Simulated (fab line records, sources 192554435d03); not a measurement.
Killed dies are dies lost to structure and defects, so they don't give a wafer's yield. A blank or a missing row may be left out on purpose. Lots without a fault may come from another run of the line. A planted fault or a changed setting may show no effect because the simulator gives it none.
Chamber matching | flow n5_finfet | N5_HKMG_FIN_ALD_91 on ald_metal-04: 4 sister chambers
The step deposits TiN, target thk 1 nm, pulse time 1 s, purge time 3 s. 4 wafers are shown with their chamber, then 12 later ones without.

WAFERS WITH THEIR CHAMBER
wafer  | chamber | heater_power_w (W)
L089.4 | 1       | 771
L090.2 | 3       | 987
L090.5 | 2       | 754
L090.6 | 0       | 1051

WAFERS WITHOUT THEIR CHAMBER
wafer  | heater_power_w (W)
L091.1 | 746
L091.2 | 1076
L091.4 | 993
L092.2 | 960
L092.3 | 771
L092.4 | 973
L095.4 | 750
L095.5 | 1002
L095.6 | 1065
L096.2 | 769
L096.3 | 775
L096.6 | 748

WHICH CHAMBER EACH WENT THROUGH
wafer  | from the rows above     | in truth
L091.1 | can't be placed: 2 or 1 | 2
L091.2 | 0                       | 0
L091.4 | 3                       | 3
L092.2 | 3                       | 3
L092.3 | can't be placed: 1 or 2 | 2
L092.4 | 3                       | 3
L095.4 | can't be placed: 2 or 1 | 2
L095.5 | 3                       | 3
L095.6 | 0                       | 0
L096.2 | can't be placed: 1 or 2 | 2
L096.3 | can't be placed: 1 or 2 | 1
L096.6 | can't be placed: 2 or 1 | 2
Placed correctly: 6 of 12. Can't be placed from these rows: 6 (the true chamber is among the candidates in 6). Placed wrongly: 0.
How it was worked out, from the rows above alone: a wafer's distance from a chamber is the root of the sum, over the readings, of the square of ((its reading less the chamber's mean) divided by the reading's scatter). The wafer belongs to the nearest chamber; if the next one is less than 2 further off, it can't be placed. A chamber's mean is the mean of its shown wafers. The scatter: with one shown wafer a chamber, the root of the mean of the squares of how far each hidden wafer lies from its nearest shown one.
